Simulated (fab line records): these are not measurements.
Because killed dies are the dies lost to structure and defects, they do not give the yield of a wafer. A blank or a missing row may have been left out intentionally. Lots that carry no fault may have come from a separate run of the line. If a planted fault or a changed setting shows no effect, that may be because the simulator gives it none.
Struck lot and sound lot, side by side	flow nand_harc	44 steps out of a route of 1159
Sound: the wafers L301.3, L301.4, L301.5. Wafers L310.2, L310.3, L310.5 were the ones struck. The cause is given at the end.
For every step that has rows: the tool of each side, followed by ch and its chambers, followed by its first start. Under that, the readings that differ: sound wafers	struck wafers	difference of the means	sigmas: that difference in standard deviations of wafers without a fault.
alike: words and numbers the same on both sides, and readings whose means are apart by under 2 such deviations; not compared: readings that were withheld, readings missing a value for some wafer, numbers with overlapping values and no deviation given by the record, and bounds like >300 which may hide the same value.
A row with sigmas, a row that says differs or no value, or rows on one side alone: a step with any of these is where the two part. Numbers that have no deviation but don't overlap get no sigmas and don't part them. Lack of a reading on every wafer of one side parts them only where that side has two or more wafers.

first, 1 step without rows for these wafers: NHARC_P_GATE_DEVELOP_25 (develop time 35 s).
NHARC_P_GATE_CD_MEAS_26: target cd 120 nm.
  sound on cd_sem-02 ch 0, day 5 19:42; struck on cd_sem-02 ch 0, day 8 02:13
  alike: cd_nm
NHARC_P_GATE_OVL_MEAS_27:
  sound on overlay-02 at day 5 19:47; struck on overlay-01 at day 8 02:17
  alike: overlay_x_nm, overlay_y_nm
NHARC_P_GATE_INSPECT_28:
  sound on defect_inspect-01 at day 5 19:49; struck on defect_inspect-02 at day 8 02:20
  alike: raw_defect_count
NHARC_P_GATE_DESCUM_31: chemistry O2, time 3 s.
  sound on rie_diel-05 ch 1,3, day 5 19:53; struck on rie_diel-06 ch 1,2,3, day 8 02:38
  alike: drypump_motor_current_A, oes_product_au, rf_vpp_V, showerhead_plenum_p_Torr, throttle_valve_pct
  not compared: rf_hours_counter_h
NHARC_P_GATE_ETCH_104: etches the open film in CF4/CHF3, target depth 60 nm.
  sound on rie_diel-05 ch 2,3, day 5 19:58; struck on rie_diel-06 ch 1,3, day 8 02:43
  alike: bias_w, cf4_flow_sccm, drypump_motor_current_A, oes_product_au, rf_vpp_V, showerhead_plenum_p_Torr, throttle_valve_pct
then, 2 steps without rows for these wafers: NHARC_P_GATE_HM_OPEN_105 (chemistry O2/COS, target depth 360 nm); NHARC_P_GATE_STRIP_106 (strips in O2/COS).
NHARC_P_GATE_ETCH_114: etches the open film in CF4/O2, target depth 30 nm, overetch 3 nm, time 16.5 s.
  sound: rie_diel-05 ch 0,2,3; struck: rie_diel-06 ch 1,3
  alike: bias_w, cf4_flow_sccm, drypump_motor_current_A, oes_product_au, rf_vpp_V, showerhead_plenum_p_Torr, throttle_valve_pct
  not compared: rf_hours_counter_h
NHARC_P_GATE_ETCH_32: etches the open film in HBr/Cl2, target depth 150 nm, time 100.1 s.
  sound on rie_si-02 ch 1,3, day 5 20:20; struck on rie_si-04 ch 2,3, day 8 03:08
  alike: bias_w, drypump_motor_current_A, oes_product_au, throttle_valve_pct
  not compared: rf_hours_counter_h
then, 1 step without rows for these wafers: NHARC_P_GATE_STRIP_108 (strips in O2).
NHARC_P_GATE_CD_MEAS_33:
  sound on cd_sem-03 at day 5 20:43; struck on cd_sem-01 at day 8 03:34
  alike: cd_nm
NHARC_P_GATE_STRIP_35: strips in SPM, time 600 s.
  sound on wet_bench-05 ch 2,4,5, day 5 20:47; struck on wet_bench-02 ch 3,4,6, day 8 03:40
then, 3 steps without rows for these wafers: NHARC_P_GATE_PRECLEAN_73 (cleans in SC1); NHARC_P_GATE_SRD_74; NHARC_P_GATE_ALD_36 (deposits SiNx, target thk 20 nm, pulse time 60 s, ald cycles 223).
NHARC_P_GATE_ETCHBACK_37: etches the open film in CHF3/O2, target depth 34.5 nm, time 17.2 s.
  sound: rie_diel-06 ch 0,3; struck: rie_diel-13 ch 0,1
reading	sound	struck	difference	sigmas
oes_product_au (a.u.)	1.00 0.99 1.00	0.92 0.92 0.92	-0.08	-2
  alike: bias_w, chf3_flow_sccm, drypump_motor_current_A, rf_vpp_V, showerhead_plenum_p_Torr, throttle_valve_pct
  not compared: rf_hours_counter_h
then, 13 steps without rows for these wafers: NHARC_P_GATE_STRIP_101 (strips in O2, time 20 s); NHARC_P_GATE_PRECLEAN_97 (cleans in SPM, time 600 s); NHARC_P_GATE_SRD_98; NHARC_P_GATE_PRECLEAN_99 (cleans in SC1); NHARC_P_GATE_SRD_100; NHARC_P_GATE_DEHYDRATE_38 (time 120 s); NHARC_P_GATE_HMDS_39 (time 30 s); NHARC_P_GATE_COAT_40; NHARC_P_GATE_SOFTBAKE_41 (time 95 s); NHARC_P_GATE_EBR_42; NHARC_P_GATE_EXPOSE_43 (exposes mask P NSD, target cd 720 nm); NHARC_P_GATE_PEB_44 (peb time 85 s); NHARC_P_GATE_DEVELOP_45 (time 70 s).
NHARC_P_GATE_CD_MEAS_46: target cd 720 nm.
  sound on cd_sem-02 ch 0, day 6 07:52; struck on cd_sem-01 ch 0, day 8 14:41
reading	sound	struck	difference	sigmas
cd_nm (nm)	717.8 717.9 716.2	721.6 721.9 721.4	+4.3	+3
then, 11 steps without rows for these wafers: NHARC_P_GATE_HARDBAKE_47 (time 80 s); NHARC_P_GATE_DESCUM_48 (chemistry O2, time 3 s); NHARC_P_GATE_IMPLANT_49; NHARC_P_GATE_STRIP_111 (strips in N2/H2, time 250 s); NHARC_P_GATE_STRIP_75 (strips in O2); NHARC_P_GATE_STRIP_50 (strips in SPM, time 900 s); NHARC_P_GATE_DEHYDRATE_51 (time 120 s); NHARC_P_GATE_HMDS_52 (time 30 s); NHARC_P_GATE_COAT_53; NHARC_P_GATE_SOFTBAKE_54 (time 95 s); NHARC_P_GATE_EBR_55.
NHARC_P_GATE_INSPECT_68:
  sound on defect_inspect-01 at day 6 14:28; struck on defect_inspect-01 at day 8 22:50
reading	sound	struck	difference	sigmas
raw_defect_count	253 178 169	930 1116 1081	+842	+8
-- jump in the record: it breaks off in module P_GATE and resumes in module END (first step shown: number 1159 of the route), and 15 days separate the struck wafers' starts before and after --
NHARC_END_SORT_01:
  sound on prober-02 ch 0, day 19 23:02; struck on prober-02 ch 0, day 23 14:19
reading	sound	struck	difference	sigmas
killed_at_periphery	2 6 2	92 66 59	+69	+30
killed_dies	42 43 36	116 102 83	+60	+5
  alike: killed_at_array, killed_at_other, killed_open, killed_short

## WHERE THEY PART
Last at NHARC_END_SORT_01 as far as this record goes, first at NHARC_P_GATE_ETCHBACK_37.

WHY: whatever the simulator had introduced
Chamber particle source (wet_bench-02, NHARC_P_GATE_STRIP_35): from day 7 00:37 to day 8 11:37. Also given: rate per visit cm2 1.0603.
